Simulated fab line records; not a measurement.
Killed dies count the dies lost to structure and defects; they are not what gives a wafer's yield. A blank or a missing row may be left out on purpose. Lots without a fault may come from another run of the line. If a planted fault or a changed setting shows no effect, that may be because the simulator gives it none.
The same fault as seen by 2 desks    flow n5_finfet    each desk holds nothing but its own numbers, with what lay behind them at the end

== METROLOGY DESK ==
Lot by lot, what the gauges showed, no matter which tool ran the lot: averages of those sampled wafers that carry a number. If a lot's mean is further than 4 standard deviations from the usual mean, the lot is out of limits and carries the mark OUT (the distance appears in the brackets).
Columns: A = cd_nm at N5_BEOL_M9_CD_MEAS_28, usual 70.02 nm
lot   first seen here  A
L548  day 9 22:07      69.80
L550  day 10 07:55     69.98
L551  day 10 15:20     70.07
L552  day 10 16:57     70.33
L558  day 12 08:16     70.47
L559  day 12 16:27     70.04
L564  day 14 14:10     71.31 (+5.4) OUT
L566  day 14 18:14     70.29
L567  day 15 07:44     70.10
L569  day 15 23:23     69.90
This desk finds L564 out of limits, L564 being first, at day 14 14:10 (cd_nm at N5_BEOL_M9_CD_MEAS_28). In limits: L548, L550, L551, L552, L558, L559, L566, L567, L569.

== THE TOOL OWNER'S DESK: euv_scanner-02 ==
The tool's own readings at N5_BEOL_M9_EXPOSE_25 (exposes mask V8): means of the sampled wafers that have a number, for each lot that ran on this tool. If a lot's mean is further than 4 standard deviations from the usual mean, the lot is out of limits and carries the mark OUT (the distance appears in the brackets).
Columns: A = focus_offset_nm at N5_BEOL_M9_EXPOSE_25, usual 0.0 nm
lot   first seen here  A
L550  day 10 07:47     -0.5
L558  day 12 08:08     -0.4
L559  day 12 16:20     0.1
L564  day 14 14:04     -0.3
This desk's finding: nothing out of limits on any of the 4 lots.

== ALL TOGETHER ==
An alarm was possible from the metrology desk at day 14 14:10, on L564.
The desk of the tool owner found nothing out of limits.
Tool owner's desk: L564 on record, inside its limits.
Every lot named ran N5_BEOL_M9_EXPOSE_25 on euv_scanner-02.

== WHAT WAS PUT IN BY THE SIMULATOR ==
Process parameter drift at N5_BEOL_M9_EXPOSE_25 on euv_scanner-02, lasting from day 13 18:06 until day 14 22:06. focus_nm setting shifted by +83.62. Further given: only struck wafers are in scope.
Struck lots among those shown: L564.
Per desk, hours elapsed from the start of the fault to the first reading out of limits: for the metrology desk, 20.
